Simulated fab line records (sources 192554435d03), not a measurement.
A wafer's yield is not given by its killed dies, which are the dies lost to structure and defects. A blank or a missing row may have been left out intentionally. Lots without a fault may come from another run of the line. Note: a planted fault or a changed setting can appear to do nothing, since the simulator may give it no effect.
Matching of chambers ; flow n5-finfet ; rie-diel-02 running N5_GATE_CUT_ETCH_36: 4 sister chambers
The step etches SiARC in CF4, target depth 13 nm, time 21.7 s. 27 wafers are shown with their chamber, then 12 later ones without.

== WAFERS WITH THEIR CHAMBER ==
wafer;chamber;drypump-motor-current-A (A);showerhead-plenum-p-Torr (Torr);throttle-valve-pct (%)
L074.1;0;5.0;2.15;15.57
L074.2;1;6.0;2.08;15.33
L074.4;2;5.9;2.11;15.57
L075.3;1;6.0;2.08;15.33
L075.4;3;5.4;2.22;15.51
L075.6;3;5.5;2.22;15.51
L077.1;2;5.9;2.11;15.59
L077.2;3;5.5;2.22;15.52
L077.5;3;5.5;2.22;15.50
L079.1;3;5.5;2.22;15.53
L079.2;0;5.0;2.15;15.57
L079.6;2;5.9;2.11;15.58
L081.2;2;5.9;2.10;15.61
L081.3;0;5.0;2.14;15.60
L081.6;1;6.0;2.07;15.35
L082.1;1;6.0;2.07;15.37
L082.2;2;5.9;2.10;15.60
L082.6;3;5.5;2.22;15.56
L083.1;1;6.0;2.07;15.36
L083.2;2;5.9;2.10;15.62
L083.5;0;5.1;2.14;15.59
L084.2;2;5.9;2.10;15.60
L084.4;1;6.0;2.07;15.39
L084.5;1;6.0;2.07;15.35
L086.1;3;5.4;2.22;15.54
L086.2;0;5.0;2.14;15.60
L086.3;2;5.9;2.10;15.62

SIGNATURES (means of the wafers above)
reading;chamber 0;chamber 1;chamber 2;chamber 3;scatter within a chamber
drypump-motor-current-A;5.020;6.000;5.900;5.471;0.0311
showerhead-plenum-p-Torr;2.1440;2.0729;2.1037;2.2200;0.00443
throttle-valve-pct;15.5860;15.3543;15.5987;15.5243;0.0193
Rule: a wafer's distance from a chamber is the root of the sum, over the readings, of the square of ((its reading less the chamber's mean) divided by the reading's scatter). If the next closest chamber is less than 2 further off than the closest, the wafer can't be placed; otherwise it belongs to the closest. The scatter: take each reading less its chamber's mean, square it, sum over the shown wafers, divide by the number of wafers less the number of chambers, and take the root.

== WAFERS WITHOUT THEIR CHAMBER ==
wafer;drypump-motor-current-A (A);showerhead-plenum-p-Torr (Torr);throttle-valve-pct (%)
L086.4;6.0;2.07;15.37
L086.5;5.9;2.10;15.62
L086.6;6.0;2.07;15.38
L087.1;5.9;2.10;15.64
L087.4;5.1;2.14;15.60
L087.5;5.9;2.10;15.61
L088.1;6.0;2.07;15.38
L088.3;5.5;2.22;15.54
L088.6;5.9;2.10;15.63
L093.1;5.9;2.10;15.64
L093.5;5.0;2.14;15.63
L093.6;5.5;2.21;15.58

== THE CHAMBER EACH PASSED THROUGH ==
wafer;from the rows above;in truth
L086.4;1;1
L086.5;2;2
L086.6;1;1
L087.1;2;2
L087.4;0;0
L087.5;2;2
L088.1;1;1
L088.3;3;3
L088.6;2;2
L093.1;2;2
L093.5;0;0
L093.6;3;3
Placed correctly: 12 of 12. Number that these rows cannot place: 0. Placed wrongly: 0.
